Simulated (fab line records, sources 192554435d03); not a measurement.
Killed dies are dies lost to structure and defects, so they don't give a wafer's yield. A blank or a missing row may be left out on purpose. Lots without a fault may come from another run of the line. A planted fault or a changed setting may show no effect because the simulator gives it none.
Chamber matching | flow n5_finfet | N5_MOL_CONTACT_COAG_VIA_ETCH_46 on rie_diel-04: 4 sister chambers
The step etches SiO2 in C4F6/O2, target depth 46 nm, overetch 9.2 nm, time 40 s. 18 wafers are shown with their chamber, then 9 later ones without.

WAFERS WITH THEIR CHAMBER
wafer  | chamber | throttle_valve_pct (%) | showerhead_plenum_p_Torr (Torr) | rf_vpp_V (V)
L076.1 | 0       | 40.71                  | 3.02                            | 1588
L076.5 | 1       | 40.50                  | 2.71                            | 1568
L076.6 | 2       | 41.14                  | 2.78                            | 1590
L077.2 | 2       | 41.12                  | 2.78                            | 1589
L077.3 | 0       | 40.71                  | 3.02                            | 1587
L077.6 | 0       | 40.71                  | 3.02                            | 1588
L078.2 | 2       | 41.14                  | 2.78                            | 1590
L078.5 | 0       | 40.69                  | 3.02                            | 1587
L078.6 | 1       | 40.51                  | 2.71                            | 1568
L080.1 | 2       | 41.12                  | 2.78                            | 1590
L080.2 | 0       | 40.74                  | 3.01                            | 1587
L080.6 | 3       | 40.53                  | 2.81                            | 1600
L082.1 | 1       | 40.49                  | 2.70                            | 1567
L082.2 | 0       | 40.73                  | 3.01                            | 1586
L082.6 | 0       | 40.71                  | 3.01                            | 1585
L090.1 | 2       | 41.14                  | 2.77                            | 1588
L090.4 | 0       | 40.74                  | 3.00                            | 1588
L090.5 | 3       | 40.54                  | 2.80                            | 1595

SIGNATURES (means of the wafers above)
reading                  | chamber 0 | chamber 1 | chamber 2 | chamber 3 | scatter within a chamber
throttle_valve_pct       | 40.7175   | 40.5000   | 41.1320   | 40.5350   | 0.0143
showerhead_plenum_p_Torr | 3.0137    | 2.7067    | 2.7780    | 2.8050    | 0.00646
rf_vpp_V                 | 1587.00   | 1567.67   | 1589.40   | 1597.50   | 1.32
Rule: a wafer's distance from a chamber is the root of the sum, over the readings, of the square of ((its reading less the chamber's mean) divided by the reading's scatter). The wafer belongs to the nearest chamber; if the next one is less than 2 further off, it can't be placed. The scatter: the root of (the sum of the squares of (reading less its chamber's mean) over the shown wafers, divided by (wafers less chambers)).

WAFERS WITHOUT THEIR CHAMBER
wafer  | throttle_valve_pct (%) | showerhead_plenum_p_Torr (Torr) | rf_vpp_V (V)
L091.3 | 40.48                  | 2.69                            | 1567
L091.4 | 41.16                  | 2.77                            | 1588
L091.5 | 41.13                  | 2.77                            | 1588
L094.1 | 40.53                  | 2.80                            | 1596
L094.2 | 40.50                  | 2.69                            | 1566
L094.4 | 41.15                  | 2.76                            | 1588
L097.2 | 40.75                  | 3.00                            | 1586
L097.4 | 40.50                  | 2.69                            | 1566
L097.6 | 40.74                  | 3.00                            | 1587

WHICH CHAMBER EACH WENT THROUGH
wafer  | from the rows above | in truth
L091.3 | 1                   | 1
L091.4 | 2                   | 2
L091.5 | 2                   | 2
L094.1 | 3                   | 3
L094.2 | 1                   | 1
L094.4 | 2                   | 2
L097.2 | 0                   | 0
L097.4 | 1                   | 1
L097.6 | 0                   | 0
Placed correctly: 9 of 9. Can't be placed from these rows: 0. Placed wrongly: 0.
